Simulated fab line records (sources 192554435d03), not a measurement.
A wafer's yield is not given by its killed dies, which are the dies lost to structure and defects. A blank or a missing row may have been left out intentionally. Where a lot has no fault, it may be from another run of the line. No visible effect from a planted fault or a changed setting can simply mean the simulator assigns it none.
fab line records	flow n5Finfet	part 2 of 2: steps 5 to 6 of 6
record: lots: 24	wafers: 72	lastDay: 18
route steps=1938 shown ILD0@344 SDB@359 HKMG_FIN@406
lots untouched by any fault: they come from a run of this same line in which no faults occurred
startH: the number of hours between the record's first day and the start of the first shown wafer of the lot	waitH: time in hours since the lot's previous step	" the same as in the row above	L1.1+2: a single row standing in for several wafers	- either no value or no given start	* or withheld: withheld	< > ~ a bound
route shown NAME@n: a module of which the file shows steps, and the number in the route of the first	usual: average and standard deviation across the fault-free wafers	same: alike in all rows	chamber/n: place in a boat	sites: per-site readings	_std_site: their standard deviation	_edge_site: outer sites' mean less inner sites'	radiusMm: for every site, how far away it sits from the centre of the wafer	mask NAME#n: copy n	behind: the tool/chamber that last shaped the wafer	hold: why the lot went on hold/how many hours it stayed there/how the hold came to an end	device: which transistor (n, p or np) failed to switch	end of line: the route-end tests of the same wafers	a step without rows: its recipe alone	killed: count of dies lost to structure and defects at first sort (not the wafer's yield)	map: dies across one wafer; x = killed, . = not, _ = none there
set.NAME: the setting as run; set.NAME@STEP: as run at that earlier step	model.NAME: the simulator's own value behind a step, which no gauge read
one table for each step of the route and one row for each wafer, over a sample of lots
services: the hour from which a tool's chamber was out of use, counted from the record's first day as startH (under 0 if before that day), plus the number of hours and why
== steps ==
step: N5_HKMG_FIN_ETCH_58
recipe: chemistry: N2/H2	target: SOC	targetDepthA: 2158	ionEnergyEv: 50	biasW: 13	timeS: 741	pressureMtorr: 30	sourceW: 875	n2FlowSccm: 200	h2FlowSccm: 200
usual: biasW: 13.00/0.041	drypumpMotorCurrentA: 5.7/0.44	oesProductAu: 0.82/0.098	rfVppV: 99.3/0.92	showerheadPlenumPTorr: 2.57/0.089	throttleValvePct: 17.70/0.2
lot.wafer	tool	chamber	startH	waitH	biasW	drypumpMotorCurrentA	oesProductAu	rfHoursCounterH	rfVppV	showerheadPlenumPTorr	throttleValvePct
L074.2	rieDiel-04	2	73.21	0.0	13.00	5.8	0.72	204	97.9	2.51	17.84
L074.3	"	0	"	"	12.97	5.2	0.68	226	99.8	2.50	17.45
L074.6	"	3	"	"	12.97	6.5	0.75	-	97.9	2.64	17.79
L075.1	rieDiel-04	3	76.11	0.0	12.92	6.5	0.75	163	99.0	2.64	17.80
L075.3	"	1	"	"	12.97	5.4	1.02	0	99.9	2.61	17.53
L075.5	"	2	"	"	12.95	5.8	0.74	-	98.9	2.51	17.82
L076.2	rieDiel-04	1	85.68	0.0	13.04	5.4	0.99	4	99.8	2.61	17.53
L076.5	"	2	"	"	12.99	5.8	0.72	-	99.2	2.51	17.83
L076.6	"	1	"	"	13.07	5.4	0.98	-	99.0	2.61	17.54
L077.2	rieDiel-04	2	87.96	0.0	13.02	5.8	0.72	210	99.5	2.51	17.82
L077.3	"	1	"	"	13.02	5.4	0.97	5	100.8	2.61	17.52
L077.6	"	1	"	"	13.00	5.4	0.96	-	99.1	2.61	17.53
L078.2	rieDiel-05	1	95.78	0.0	12.98	5.7	0.91	16	97.3	2.49	17.74
L078.3	"	3	"	"	12.89	5.2	0.96	6	99.3	2.73	17.63
L078.6	"	3	"	"	13.07	5.2	0.96	-	100.1	2.73	17.63
L079.1	rieDiel-05	0	101.73	0.0	13.00	5.8	0.99	1	99.2	2.50	17.66
L079.2	"	3	"	"	12.92	5.2	0.94	9	98.5	2.73	17.66
L079.5	"	3	"	"	13.03	5.2	0.95	-	100.4	2.73	17.65
L080.1	rieDiel-05	2	110.36	0.0	13.00	6.6	0.70	217	98.4	2.65	18.21
L080.4	"	3	"	"	13.03	5.2	0.94	11	98.8	2.72	17.64
L080.5	"	1	"	"	13.05	5.6	0.90	-	100.1	2.49	17.75
L081.3	rieDiel-05	2	120.93	0.0	13.00	6.6	0.70	220	99.2	2.64	18.22
L081.4	"	0	"	"	13.05	5.8	0.96	6	98.5	2.50	17.68
L081.6	"	1	"	"	13.01	5.6	0.89	-	98.8	2.49	17.77
L082.1	rieDiel-02	0	121.00	0.0	13.03	5.8	0.74	168	98.7	2.42	17.70
L082.2	"	2	"	"	13.01	6.2	0.84	57	99.0	2.68	17.44
L082.4	"	2	"	"	12.92	6.2	0.84	-	98.6	2.68	17.45
L083.1	rieDiel-05	2	127.60	0.0	13.06	6.6	0.70	222	98.2	2.64	18.22
L083.3	"	0	"	"	13.03	5.8	0.96	8	100.4	2.50	17.67
L083.5	"	1	"	"	12.96	5.7	0.89	-	100.0	2.49	17.76
L084.3	rieDiel-02	1	129.11	0.0	13.06	5.3	0.88	36	97.9	2.60	17.68
L084.4	"	2	"	"	13.01	6.2	0.83	-	100.1	2.67	17.45
L084.6	"	1	"	"	13.07	5.3	0.89	-	101.2	2.60	17.66
L085.3	rieDiel-04	0	136.30	0.0	12.97	5.2	0.67	247	98.6	2.49	17.49
L085.5	"	1	"	"	13.04	5.4	0.94	-	99.9	2.61	17.56
L085.6	"	2	"	"	12.98	5.7	0.71	-	98.3	2.50	17.84
L086.1	rieDiel-04	3	143.75	0.0	12.95	6.5	0.73	185	97.9	2.63	17.81
L086.3	"	1	"	"	12.98	5.3	0.92	23	100.1	2.60	17.56
L086.4	"	0	"	"	12.97	5.3	0.66	250	98.3	2.49	17.48
L087.3	rieDiel-02	3	149.09	0.0	13.04	5.7	0.94	6	99.4	2.60	17.41
L087.4	"	1	"	"	12.92	5.2	0.87	44	99.5	2.60	17.69
L087.5	"	0	"	"	12.95	5.8	0.74	-	98.9	2.42	17.74
L088.1	rieDiel-04	3	154.69	0.0	13.00	6.5	0.72	190	98.9	2.62	17.80
L088.3	"	0	"	"	13.04	5.2	0.66	256	98.5	2.49	17.49
L088.4	"	1	"	"	13.00	5.4	0.91	27	98.6	2.60	17.55
L089.2	rieDiel-02	2	164.30	0.0	12.96	6.2	0.83	74	99.0	2.67	17.48
L089.4	"	3	"	"	12.99	5.7	0.92	11	99.4	2.60	17.42
L089.5	"	1	"	"	13.02	5.3	0.86	-	99.9	2.60	17.69
L090.1	rieDiel-05	2	169.23	0.0	12.96	6.5	0.69	238	101.3	2.64	18.24
L090.3	"	1	"	"	12.95	5.7	0.87	43	100.2	2.48	17.79
L090.5	"	3	"	"	13.04	5.2	0.90	-	100.0	2.72	17.69
L091.3	rieDiel-02	0	175.27	0.0	12.99	5.8	0.72	189	99.1	2.41	17.74
L091.5	"	2	"	"	13.00	6.2	0.81	-	100.1	2.67	17.48
L091.6	"	3	"	"	12.94	5.7	0.90	-	98.4	2.60	17.43
L093.2	rieDiel-05	0	187.36	0.0	13.01	5.8	0.90	28	98.3	2.49	17.72
L093.4	"	2	"	"	12.95	6.5	0.69	244	99.8	2.63	18.24
L093.6	"	0	"	"	12.98	5.8	0.90	-	98.8	2.49	17.70
L092.1	rieDiel-02	3	193.99	0.0	13.00	5.7	0.89	21	98.4	2.60	17.42
L092.2	"	2	"	"	13.05	6.2	0.80	83	99.6	2.66	17.47
L092.3	"	0	"	"	12.97	5.8	0.72	195	99.8	2.41	17.73
L094.3	rieDiel-02	3	197.04	0.0	13.02	5.6	0.88	22	99.5	2.59	17.45
L094.5	"	2	"	"	13.03	6.2	0.81	-	99.4	2.66	17.47
L094.6	"	1	"	"	12.99	5.3	0.85	-	99.0	2.59	17.72
L095.1	rieDiel-05	3	201.43	0.0	13.04	5.2	0.89	40	102.0	2.71	17.68
L095.3	"	1	"	"	12.98	5.6	0.84	54	99.5	2.48	17.82
L095.6	"	0	"	"	12.97	5.8	0.89	-	99.5	2.49	17.71
L096.1	rieDiel-02	1	204.84	0.0	12.99	5.3	0.84	64	98.7	2.59	17.71
L096.4	"	2	"	"	13.00	6.2	0.80	87	99.6	2.66	17.48
L096.5	"	2	"	"	13.05	6.2	0.80	-	99.9	2.66	17.49
L097.1	rieDiel-02	2	212.02	0.0	13.11	6.2	0.80	90	98.9	2.66	17.48
L097.3	"	0	"	"	13.05	5.8	0.71	203	97.6	2.41	17.79
L097.6	"	0	"	"	12.99	5.8	0.71	-	97.2	2.41	17.75
step: N5_HKMG_FIN_CVD_62
recipe: material: a-Si	targetThkA: 30	tempC: 500	precursor: Si2H6	pressureTorr: 1	timeS: 20.8
usual: heaterPowerW: 1407/250
lot.wafer	tool	chamber	startH	waitH	heaterPowerW
L074.2	thermalCvdSi-02	2	74.63	0.2	1291
L074.3	"	1	"	"	1468
L074.6	"	0	"	"	1420
L075.1	thermalCvdSi-01	0	77.77	0.2	1810
L075.3	"	1	"	"	1223
L075.5	"	2	"	"	1217
L076.2	thermalCvdSi-02	2	87.11	0.2	1232
L076.5	"	1	"	"	1488
L076.6	"	0	"	"	1450
L077.2	thermalCvdSi-01	1	89.40	0.2	1174
L077.3	"	0	"	"	1874
L077.6	"	0	"	"	1901
L078.2	thermalCvdSi-02	2	97.21	0.2	1250
L078.3	"	1	"	"	1481
L078.6	"	0	"	"	1418
L079.1	thermalCvdSi-01	0	103.19	0.2	1902
L079.2	"	1	"	"	1203
L079.5	"	1	"	"	1199
L080.1	thermalCvdSi-02	0	111.79	0.2	1413
L080.4	"	1	"	"	1486
L080.5	"	0	"	"	1424
L081.3	thermalCvdSi-01	0	122.35	0.2	1847
L081.4	"	1	"	"	1178
L081.6	"	0	"	"	1894
L082.1	thermalCvdSi-01	0	122.45	0.2	1863
L082.2	"	1	"	"	1198
L082.4	"	1	"	"	1176
L083.1	thermalCvdSi-01	0	129.03	0.2	1899
L083.3	"	1	"	"	1166
L083.5	"	0	"	"	1902
L084.3	thermalCvdSi-02	0	130.58	0.2	1400
L084.4	"	2	"	"	1275
L084.6	"	0	"	"	1413
L085.3	thermalCvdSi-01	1	137.76	0.2	1197
L085.5	"	2	"	"	1203
L085.6	"	0	"	"	1966
L086.1	thermalCvdSi-02	0	145.17	0.2	1415
L086.3	"	2	"	"	1253
L086.4	"	0	"	"	1447
L087.3	thermalCvdSi-01	2	150.52	0.2	1198
L087.4	"	1	"	"	1157
L087.5	"	0	"	"	1963
L088.1	thermalCvdSi-02	2	156.12	0.2	1234
L088.3	"	0	"	"	1439
L088.4	"	1	"	"	1518
L089.2	thermalCvdSi-01	0	165.73	0.2	1894
L089.4	"	0	"	"	1891
L089.5	"	1	"	"	1197
L090.1	thermalCvdSi-02	1	170.66	0.2	1509
L090.3	"	2	"	"	1248
L090.5	"	1	"	"	1475
L091.3	thermalCvdSi-01	0	176.74	0.2	1863
L091.5	"	0	"	"	1874
L091.6	"	1	"	"	1195
L093.2	thermalCvdSi-02	2	188.79	0.2	1253
L093.4	"	2	"	"	1272
L093.6	"	0	"	"	1462
L092.1	thermalCvdSi-01	2	195.42	0.2	1204
L092.2	"	1	"	"	1173
L092.3	"	0	"	"	1912
L094.3	thermalCvdSi-02	1	198.47	0.2	1500
L094.5	"	1	"	"	1464
L094.6	"	2	"	"	1262
L095.1	thermalCvdSi-01	0	202.87	0.2	1918
L095.3	"	2	"	"	1162
L095.6	"	2	"	"	1176
L096.1	thermalCvdSi-02	0	206.44	0.2	1393
L096.4	"	2	"	"	1223
L096.5	"	0	"	"	1430
L097.1	thermalCvdSi-01	1	213.44	0.2	1167
L097.3	"	0	"	"	1924
L097.6	"	0	"	"	1903
== services ==
tool	chamber	startH	hours	kind
cmp-04	-	56.32	4.0	pm
rieDiel-05	3	61.42	-	clean
rieDiel-05	3	61.42	-	consumableReplace:focusRing
thermalCvdSi-02	2	62.60	7.7	repair
rieDiel-02	3	63.35	3.5	repair
cmp-03	-	63.78	3.1	repair
cmp-03	-	78.46	2.4	repair
cmp-03	-	84.40	12.4	pm
thermalCvdSi-02	-	91.01	1.2	repair
rieDiel-02	-	93.56	0.3	repair
cmp-03	-	98.44	2.0	repair
thermalCvdSi-01	0	112.26	6.8	repair
cmp-03	-	113.38	2.4	repair
rieDiel-02	3	113.81	-	clean
rieDiel-02	3	113.81	-	consumableReplace:focusRing
thermalCvdSi-02	-	121.40	7.8	repair
cmp-01	-	139.82	0.6	repair
cmp-01	-	150.76	0.7	repair
cmp-04	-	160.14	5.4	pm
rieDiel-04	2	165.46	6.9	repair
thermalCvdSi-02	2	171.62	10.9	repair
cmp-01	-	174.40	0.5	repair
cmp-01	-	194.96	4.0	pm
rieDiel-04	0	212.51	4.9	repair
